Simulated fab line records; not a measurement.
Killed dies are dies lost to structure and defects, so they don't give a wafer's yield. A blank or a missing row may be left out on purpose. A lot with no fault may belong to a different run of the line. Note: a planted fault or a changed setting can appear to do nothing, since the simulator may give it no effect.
fab line records    flow nand_harc
record: lots: 7  wafers: 21  last_day: 31
route steps=1302 shown A_WL_FILL@971 A_CONTACT@983 END@1302
lots that met no fault: taken from a fault-free run of the same line
start_h: start of the lot's first displayed wafer, in hours after the record's first day    wait_h: hours elapsed since this lot's preceding step    " same as the row above    L1.1+2: one row covering several wafers at once    - no value present, or no start provided    * or withheld: withheld    < > ~ a bound
route shown NAME@n: a module of which the file shows steps, and the number in the route of the first    usual: average and standard deviation across the fault-free wafers    same: alike in all rows    chamber/n: place in a boat    sites: readings site by site    _std_site: the values' standard deviation    _edge_site: outer sites' mean less inner sites'    radius_mm: for every site, how far away it sits from the centre of the wafer    mask NAME#n: copy n    behind: the tool/chamber that last shaped the wafer    hold: what put the lot on hold/how long, in hours/how the hold closed    device: transistor that didn't switch, given as n, p or np    end of line: the same wafers' tests at the end of the route    a step with no rows: only its recipe    killed: dies that structure and defects cost at the first sort, which is not the same as the wafer's yield    map: per-die view of a wafer (x killed, . not killed, _ where there is no die)
set.NAME: the setting the step ran with; set.NAME@STEP: the setting that earlier step ran with    model.NAME: the simulator's own value behind a step, which no gauge read
a table for each step, a row for each wafer; lots at some steps of the route
services: from which hour (start_h, from the record's first day; less than 0 if before it) a tool's chamber was out of use, for how many hours, and why
== steps ==
step: NHARC_A_WL_FILL_CVD_23
recipe: target_thk_a: 400  temp_c: 620  pressure_mtorr: 200  time_s: 800  material: poly-Si
step: NHARC_A_WL_FILL_ETCHBACK_26
recipe: target_depth_a: 520  time_s: 13.3  hbr_flow_sccm: 150  rf_w: 350  icp_w: 350  bias_w: 60  chemistry: HBr
usual: drypump_motor_current_A: 5.6/0.43  oes_product_au: 1.006/0.012  throttle_valve_pct: 23.266/0.0094
same: time_s: 13.3
lot.wafer  tool       chamber  start_h  wait_h  drypump_motor_current_A  oes_product_au  rf_hours_counter_h  throttle_valve_pct
L624.2     rie_si-02  1        542.30   0.4     5.4                      1.007           0.6                 23.271
L624.1     "          3        "        "       5.9                      0.991           0.4                 23.289
L624.3     "          0        "        "       6.0                      1.014           0.6                 23.266
L629.3     rie_si-05  2        595.13   0.4     5.7                      1.004           0.6                 23.265
L629.2     "          3        "        "       5.5                      0.999           0.7                 23.248
L629.5     "          2        "        "       5.7                      0.996           -                   23.281
L630.4     rie_si-06  3        599.77   0.4     6.0                      1.009           1.3                 23.260
L630.3     "          1        "        "       4.8                      1.010           1.0                 23.265
L630.5     "          2        "        "       5.9                      0.985           -                   23.268
L631.2     rie_si-05  0        610.94   0.4     4.9                      0.996           0.8                 23.278
L631.5     "          3        "        "       5.5                      1.004           -                   23.280
L631.6     "          0        "        "       4.9                      0.999           -                   23.250
L635.3     rie_si-02  0        629.26   0.4     5.9                      1.027           1.0                 23.263
L635.2     "          1        "        "       5.4                      1.019           1.2                 23.275
L635.5     "          3        "        "       5.9                      1.019           -                   23.263
L637.3     rie_si-02  3        661.50   0.4     5.9                      0.983           0.1                 23.259
L637.2     "          1        "        "       5.3                      1.019           0.1                 23.279
L637.6     "          0        "        "       6.0                      1.026           -                   23.250
L636.1     rie_si-06  1        661.51   0.4     4.8                      1.031           0.3                 23.270
L636.4     "          3        "        "       6.0                      1.008           0.4                 23.277
L636.6     "          0        "        "       5.5                      1.016           -                   23.277
step: NHARC_A_WL_FILL_PRECLEAN_30
recipe: time_s: 10  chemistry: dHF
step: NHARC_A_WL_FILL_SRD_14
step: NHARC_A_WL_FILL_ALD_19
recipe: target_thk_a: 20  pulse_time_s: 3  ald_cycles: 100  temp_c: 450  material: TiN
usual: heater_power_w: 1085/74  precursor_pulse_height_rel: 0.999/0.02
lot.wafer  tool          chamber  start_h  wait_h  heater_power_w  precursor_pulse_height_rel
L624.3     ald_metal-04  0        542.56   0.1     1013            0.936
L624.2     "             2        "        "       954             0.995
L624.1     "             3        "        "       1061            1.003
L629.2     ald_metal-03  1        595.40   0.1     1015            1.005
L629.3     "             0        "        "       1068            0.980
L629.5     "             1        "        "       1040            0.983
L630.4     ald_metal-03  0        600.05   0.1     1082            1.003
L630.3     "             2        "        "       1141            1.010
L630.5     "             3        "        "       1270            0.980
L631.2     ald_metal-04  2        611.21   0.1     988             0.976
L631.6     "             1        "        "       1077            1.008
L631.5     "             2        "        "       966             1.006
L635.3     ald_metal-01  1        629.50   0.1     1160            1.016
L635.2     "             2        "        "       1150            1.030
L635.5     "             2        "        "       1141            0.964
L636.1     ald_metal-01  1        661.76   0.1     1131            1.001
L636.4     "             3        "        "       1102            1.003
L636.6     "             2        "        "       1137            0.986
L637.2     ald_metal-03  2        661.80   0.1     1091            1.021
L637.3     "             3        "        "       1262            1.004
L637.6     "             1        "        "       1033            1.002
step: NHARC_A_WL_FILL_CVD_20
recipe: target_thk_a: 1000  temp_c: 400  pressure_torr: 40  wf6_flow_sccm: 40  h2_flow_sccm: 1600  ar_flow_sccm: 1560  time_s: 74  material: W
usual: heater_power_w: 857/61  mfc_wf6_sccm: 40.01/0.12  throttle_valve_pct: 8.14/0.22
same: time_s: 74
lot.wafer  tool      chamber  start_h  wait_h  heater_power_w  mfc_wf6_sccm  throttle_valve_pct
L624.2     cvd_w-01  0        -        -       930             40.00         8.29
L624.1     "         1        "        "       845             40.03         8.12
L624.3     "         1        "        "       879             39.98         8.47
L629.2     cvd_w-02  1        -        -       731             40.05         8.15
L629.3     "         1        "        "       730             40.17         8.28
L629.5     "         0        "        "       903             40.21         7.99
L630.3     cvd_w-01  0        -        -       857             39.93         8.50
L630.4     "         1        "        "       855             40.03         8.01
L630.5     "         0        "        "       855             39.86         8.21
L631.2     cvd_w-01  0        -        -       845             39.83         8.27
L631.6     "         1        "        "       846             40.08         7.98
L631.5     "         0        "        "       847             39.95         8.16
L635.2     cvd_w-02  1        -        -       758             39.92         8.05
L635.3     "         1        "        "       732             40.05         8.11
L635.5     "         0        "        "       921             40.00         7.94
L637.2     cvd_w-01  1        -        -       869             40.13         8.17
L637.3     "         1        "        "       866             40.10         7.97
L637.6     "         1        "        "       875             40.17         8.13
L636.1     cvd_w-02  1        -        -       762             40.05         7.99
L636.4     "         0        "        "       894             39.94         7.73
L636.6     "         0        "        "       898             39.95         7.82
step: NHARC_A_WL_FILL_CMP_12
recipe: t_overpolish_s: 30  target_thk_nm: 100
usual: motor_current_A: 12.1/1  overpolish_run_s: 29.999/0.0092  time_to_endpoint_s: 20/3
lot.wafer  tool    chamber  start_h  wait_h  motor_current_A  overpolish_run_s  time_to_endpoint_s
L624.1     cmp-02  1        542.94   0.1     13.5             30.000            18
L624.2     "       2        "        "       11.3             29.993            21
L624.3     "       3        "        "       12.1             29.982            15
L629.3     cmp-02  1        595.78   0.1     12.9             29.986            24
L629.2     "       2        "        "       11.7             30.003            19
L629.5     "       2        "        "       12.0             30.001            22
L630.3     cmp-04  0        600.43   0.1     11.4             29.986            19
L630.4     "       1        "        "       11.4             30.005            24
L630.5     "       0        "        "       11.7             30.011            21
L631.2     cmp-03  1        611.60   0.2     14.0             29.996            22
L631.5     "       0        "        "       12.9             30.000            18
L631.6     "       1        "        "       13.4             29.995            22
L635.2     cmp-02  0        629.90   0.2     11.0             29.989            18
L635.3     "       1        "        "       12.3             30.001            22
L635.5     "       3        "        "       12.6             29.997            15
L636.4     cmp-02  1        662.15   0.1     13.5             30.005            23
L636.1     "       0        "        "       11.1             29.996            18
L636.6     "       1        "        "       13.2             29.997            20
L637.2     cmp-04  1        662.17   0.2     11.4             30.003            20
L637.3     "       2        "        "       11.1             29.977            19
L637.6     "       0        "        "       12.0             30.008            16
step: NHARC_A_WL_FILL_SRD_31
step: NHARC_A_WL_FILL_INSPECT_15
usual: raw_defect_count: 510/150
lot.wafer  tool               chamber  start_h  wait_h  raw_defect_count
L624.1     defect_inspect-02  -        543.41   0.0     530
L624.2     "                  -        "        "       553
L624.3     "                  -        "        "       457
L629.2     defect_inspect-01  -        596.26   0.1     765
L629.3     "                  -        "        "       583
L629.5     "                  -        "        "       438
L630.3     defect_inspect-01  -        600.90   0.0     415
L630.4     "                  -        "        "       325
L630.5     "                  -        "        "       336
L631.2     defect_inspect-01  -        612.04   0.0     412
L631.5     "                  -        "        "       580
L631.6     "                  -        "        "       412
L635.2     defect_inspect-02  -        630.35   0.0     320
L635.3     "                  -        "        "       464
L635.5     "                  -        "        "       372
L636.1     defect_inspect-02  -        662.61   0.0     507
L636.4     "                  -        "        "       349
L636.6     "                  -        "        "       347
L637.2     defect_inspect-01  -        662.63   0.0     434
L637.3     "                  -        "        "       826
L637.6     "                  -        "        "       508
step: NHARC_A_CONTACT_DEP_24
recipe: target_thk_a: 5000  temp_c: 400  pressure_torr: 6.5  rf_w: 900  teos_flow_sccm: 161.4  flow_sccm: 2650  target_thk_nm: 500  gas: O2  material: SiO2
usual: chamber_pressure_Torr: 6.499/0.015  flow_sccm: 2651/8.8  heater_power_w: 544/120  throttle_valve_pct: 16.0/0.41
lot.wafer  tool      chamber  start_h  wait_h  chamber_pressure_Torr  flow_sccm  heater_power_w  throttle_valve_pct
L624.3     pecvd-04  1        543.47   0.1     6.498                  2662       365             16.5
L624.2     "         2        "        "       6.504                  2646       506             16.0
L624.1     "         0        "        "       6.522                  2632       673             15.9
L629.3     pecvd-01  0        596.38   0.1     -                      -          -               -
L629.2     "         2        "        "       -                      -          -               -
L629.5     "         0        "        "       -                      -          -               -
L630.3     pecvd-01  0        601.09   0.2     -                      -          -               -
L630.4     "         1        "        "       -                      -          -               -
L630.5     "         0        "        "       -                      -          -               -
L631.2     pecvd-02  0        612.23   0.2     -                      -          -               -
L631.5     "         2        "        "       -                      -          -               -
L631.6     "         0        "        "       -                      -          -               -
L635.2     pecvd-01  0        630.41   0.1     6.527                  2638       484             15.8
L635.3     "         1        "        "       6.495                  2649       631             15.6
L635.5     "         2        "        "       6.508                  2657       392             16.0
L637.3     pecvd-02  0        662.76   0.1     6.490                  2653       561             15.6
L637.2     "         1        "        "       6.517                  2661       739             16.0
L637.6     "         1        "        "       6.535                  2655       793             15.6
L636.1     pecvd-04  1        662.80   0.2     6.512                  2654       461             16.2
L636.6     "         2        "        "       6.472                  2661       484             16.0
L636.4     "         1        "        "       6.507                  2656       468             16.2
step: NHARC_END_SORT_01
recipe: temp_c: 25
usual: killed_at_array: 52/18  killed_at_other: 1.0/1.4  killed_at_periphery: 3.1/2.3  killed_dies: 56/17  killed_open: 3.0/1.7  killed_short: 2.5/1.7
same: gross_dies: 677
lot.wafer  tool       chamber  start_h  wait_h  killed_at_array  killed_at_other  killed_at_periphery  killed_dies  killed_open  killed_short
L629.2     prober-02  0        677.74   2.8     667              3                7                    677          6            4
L629.3     prober-02  0        678.54   3.1     670              3                4                    677          5            0
L629.5     prober-02  0        680.16   3.7     669              3                5                    677          6            3
L630.3     prober-02  0        686.36   3.1     676              0                1                    677          1            1
L630.4     prober-02  0        687.15   3.4     675              1                1                    677          4            6
L630.5     prober-02  0        687.95   3.7     673              3                1                    677          3            3
L631.2     prober-01  0        692.22   2.8     674              0                3                    677          6            3
L631.5     prober-01  0        694.61   3.7     671              1                5                    677          4            2
L631.6     prober-01  0        695.40   4.0     672              0                5                    677          5            3
killed by level:class
L629.2 A_CONTACT:area_dep=641 A_CHANNEL_HOLE_D1:chamber_film_flake=7 P_GATE:chamber_film_flake=3 THIN_TSV:chamber_film_flake=3 P_CONTACT:chamber_film_flake=2 A_CHANNEL_FILL_D2:chamber_film_flake=2 A_STAIRCASE:chamber_film_flake=2 A_SLIT:chamber_film_flake=2
L629.3 A_CONTACT:area_dep=653 A_CHANNEL_HOLE_D1:chamber_film_flake=5 THIN_TSV:chamber_film_flake=3 A_WL_FILL:chamber_film_flake=2 A_CONTACT:chamber_film_flake=2 P_GATE:geometric_particle:open=1 A_CHANNEL_FILL_D1:geometric_particle:open=1 A_ONON_D2:geometric_particle:open=1
L629.5 A_CONTACT:area_dep=647 A_CONTACT:chamber_film_flake=4 A_CHANNEL_HOLE_D1:chamber_film_flake=3 A_SLIT:chamber_film_flake=3 THIN_TSV:chamber_film_flake=3 A_SOURCE_PLATE:geometric_particle:open=2 P_GATE:chamber_film_flake=2 A_CHANNEL_FILL_D2:chamber_film_flake=2
L630.3 A_CONTACT:area_dep=643 A_CHANNEL_HOLE_D2:chamber_film_flake=17 A_CHANNEL_HOLE_D1:chamber_film_flake=4 A_CONTACT:chamber_film_flake=4 A_STAIRCASE:chamber_film_flake=2 A_WL_FILL:chamber_film_flake=2 A_CHANNEL_FILL_D1:geometric_particle:open=1 A_CHANNEL_FILL_D2:geometric_particle:short=1
L630.4 A_CONTACT:area_dep=631 A_CHANNEL_HOLE_D2:chamber_film_flake=16 A_CHANNEL_HOLE_D1:chamber_film_flake=5 A_CHANNEL_FILL_D1:geometric_particle:open=3 A_CHANNEL_FILL_D1:geometric_particle:short=3 A_CONTACT:chamber_film_flake=3 A_SLIT:chamber_film_flake=3 A_WL_FILL:chamber_film_flake=3
L630.5 A_CONTACT:area_dep=642 A_CHANNEL_HOLE_D2:chamber_film_flake=15 A_CHANNEL_HOLE_D1:chamber_film_flake=5 THIN_TSV:chamber_film_flake=3 A_CHANNEL_FILL_D1:geometric_particle:open=2 A_SLIT:chamber_film_flake=2 A_WL_FILL:chamber_film_flake=2 A_DECK1_JOINT:geometric_particle:short=1
L631.2 A_CONTACT:area_dep=626 A_SLIT:chamber_film_flake=27 A_CHANNEL_HOLE_D1:chamber_film_flake=8 A_ONON_D2:geometric_particle:open=3 A_CONTACT:chamber_film_flake=2 P_GATE:geometric_particle:open=1 A_CHANNEL_HOLE_D1:geometric_particle:short=1 A_DECK1_JOINT:geometric_particle:open=1
L631.5 A_CONTACT:area_dep=611 A_SLIT:chamber_film_flake=36 A_CHANNEL_HOLE_D1:chamber_film_flake=11 A_CONTACT:chamber_film_flake=4 A_M1:chamber_film_flake=4 P_ZERO_WELL:chamber_film_flake=2 P_CONTACT:geometric_particle:short=1 P_M1:geometric_particle:open=1
L631.6 A_CONTACT:area_dep=624 A_SLIT:chamber_film_flake=26 A_CHANNEL_HOLE_D1:chamber_film_flake=9 A_CONTACT:chamber_film_flake=3 P_GATE:chamber_film_flake=2 P_M0:geometric_particle:open=1 P_M1:geometric_particle:open=1 A_ONON_D1:geometric_particle:open=1
map L629.2 (x killed, . not)
____________x____________
_________xxxxxxx_________
_______xxxxxxxxxxx_______
______xxxxxxxxxxxxx______
_____xxxxxxxxxxxxxxx_____
____xxxxxxxxxxxxxxxxx____
____xxxxxxxxxxxxxxxxx____
___xxxxxxxxxxxxxxxxxxx___
___xxxxxxxxxxxxxxxxxxx___
__xxxxxxxxxxxxxxxxxxxxx__
__xxxxxxxxxxxxxxxxxxxxx__
_xxxxxxxxxxxxxxxxxxxxxxx_
_xxxxxxxxxxxxxxxxxxxxxxx_
_xxxxxxxxxxxxxxxxxxxxxxx_
_xxxxxxxxxxxxxxxxxxxxxxx_
_xxxxxxxxxxxxxxxxxxxxxxx_
xxxxxxxxxxxxxxxxxxxxxxxxx
xxxxxxxxxxxxxxxxxxxxxxxxx
xxxxxxxxxxxxxxxxxxxxxxxxx
xxxxxxxxxxxxxxxxxxxxxxxxx
xxxxxxxxxxxxxxxxxxxxxxxxx
_xxxxxxxxxxxxxxxxxxxxxxx_
_xxxxxxxxxxxxxxxxxxxxxxx_
_xxxxxxxxxxxxxxxxxxxxxxx_
_xxxxxxxxxxxxxxxxxxxxxxx_
_xxxxxxxxxxxxxxxxxxxxxxx_
__xxxxxxxxxxxxxxxxxxxxx__
__xxxxxxxxxxxxxxxxxxxxx__
___xxxxxxxxxxxxxxxxxxx___
___xxxxxxxxxxxxxxxxxxx___
____xxxxxxxxxxxxxxxxx____
____xxxxxxxxxxxxxxxxx____
_____xxxxxxxxxxxxxxx_____
______xxxxxxxxxxxxx______
_______xxxxxxxxxxx_______
_________xxxxxxx_________
____________x____________
map L630.3 (x killed, . not)
____________x____________
_________xxxxxxx_________
_______xxxxxxxxxxx_______
______xxxxxxxxxxxxx______
_____xxxxxxxxxxxxxxx_____
____xxxxxxxxxxxxxxxxx____
____xxxxxxxxxxxxxxxxx____
___xxxxxxxxxxxxxxxxxxx___
___xxxxxxxxxxxxxxxxxxx___
__xxxxxxxxxxxxxxxxxxxxx__
__xxxxxxxxxxxxxxxxxxxxx__
_xxxxxxxxxxxxxxxxxxxxxxx_
_xxxxxxxxxxxxxxxxxxxxxxx_
_xxxxxxxxxxxxxxxxxxxxxxx_
_xxxxxxxxxxxxxxxxxxxxxxx_
_xxxxxxxxxxxxxxxxxxxxxxx_
xxxxxxxxxxxxxxxxxxxxxxxxx
xxxxxxxxxxxxxxxxxxxxxxxxx
xxxxxxxxxxxxxxxxxxxxxxxxx
xxxxxxxxxxxxxxxxxxxxxxxxx
xxxxxxxxxxxxxxxxxxxxxxxxx
_xxxxxxxxxxxxxxxxxxxxxxx_
_xxxxxxxxxxxxxxxxxxxxxxx_
_xxxxxxxxxxxxxxxxxxxxxxx_
_xxxxxxxxxxxxxxxxxxxxxxx_
_xxxxxxxxxxxxxxxxxxxxxxx_
__xxxxxxxxxxxxxxxxxxxxx__
__xxxxxxxxxxxxxxxxxxxxx__
___xxxxxxxxxxxxxxxxxxx___
___xxxxxxxxxxxxxxxxxxx___
____xxxxxxxxxxxxxxxxx____
____xxxxxxxxxxxxxxxxx____
_____xxxxxxxxxxxxxxx_____
______xxxxxxxxxxxxx______
_______xxxxxxxxxxx_______
_________xxxxxxx_________
____________x____________
== services ==
tool          chamber  start_h  hours  kind
ald_metal-01  -        526.00   10.0   pm
cmp-02        -        533.00   4.0    pm
cvd_w-01      -        547.03   13.0   pm
rie_si-02     2        547.90   2.3    repair
rie_si-02     0        562.37   4.1    repair
ald_metal-03  -        568.00   10.0   pm
rie_si-05     2        570.40   2.1    repair
rie_si-02     0        571.32   1.8    repair
rie_si-02     -        571.47   1.1    repair
pecvd-04      -        575.74   1.2    repair
rie_si-06     0        578.65   3.2    repair
pecvd-02      -        589.38   13.0   pm
pecvd-04      -        596.02   11.9   repair
cmp-04        -        601.00   4.0    pm
rie_si-06     -        603.00   9.0    pm
ald_metal-04  -        618.74   1.7    repair
cmp-02        -        628.01   0.8    repair
rie_si-02     3        630.60   1.0    repair
cmp-02        -        631.00   4.0    pm
cvd_w-02      -        631.00   13.0   pm
rie_si-02     -        631.06   9.0    pm
ald_metal-03  -        649.57   6.2    repair
cvd_w-01      -        651.57   0.7    repair
cvd_w-02      -        652.82   1.0    repair
== key ==
first_sign: step: NHARC_A_CONTACT_DEP_24  reading: tool_record  direction: missing
effect: step: NHARC_END_SORT_01  reading: killed_dies  direction: up  sigmas: 36  usual: 56  struck: 677
more_kills_born_at: NHARC_A_CONTACT_DEP_24@pecvd-01: 3857  NHARC_A_CONTACT_DEP_24@pecvd-02: 1861
met_at NHARC_A_CONTACT_DEP_24
struck_wafers L629.2,L629.3,L629.5,L630.3,L630.4,L630.5,L631.2,L631.5,L631.6
later_rows_left_out L629.2,L629.3,L629.5,L630.3,L630.4,L630.5,L631.2,L631.5,L631.6
tester_left_out L629,L630,L631
fault: kind: skipped_step_whole  tool: pecvd-01,pecvd-02  chamber: -  onset_h: 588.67  steps: NHARC_A_CONTACT_DEP_24  scope: struck_lots_only
tester_left_out: of these lots the tester's yield and bins aren't shown, on N5 and GAA mostly nor the transistor test; their killed dies are dies lost to structure and defects alone, not to doping, threshold or leakage, so they don't give the yield
later_rows_left_out: the simulator's readings of these wafers behind a module that went badly wrong aren't trusted and aren't shown, but for the sort
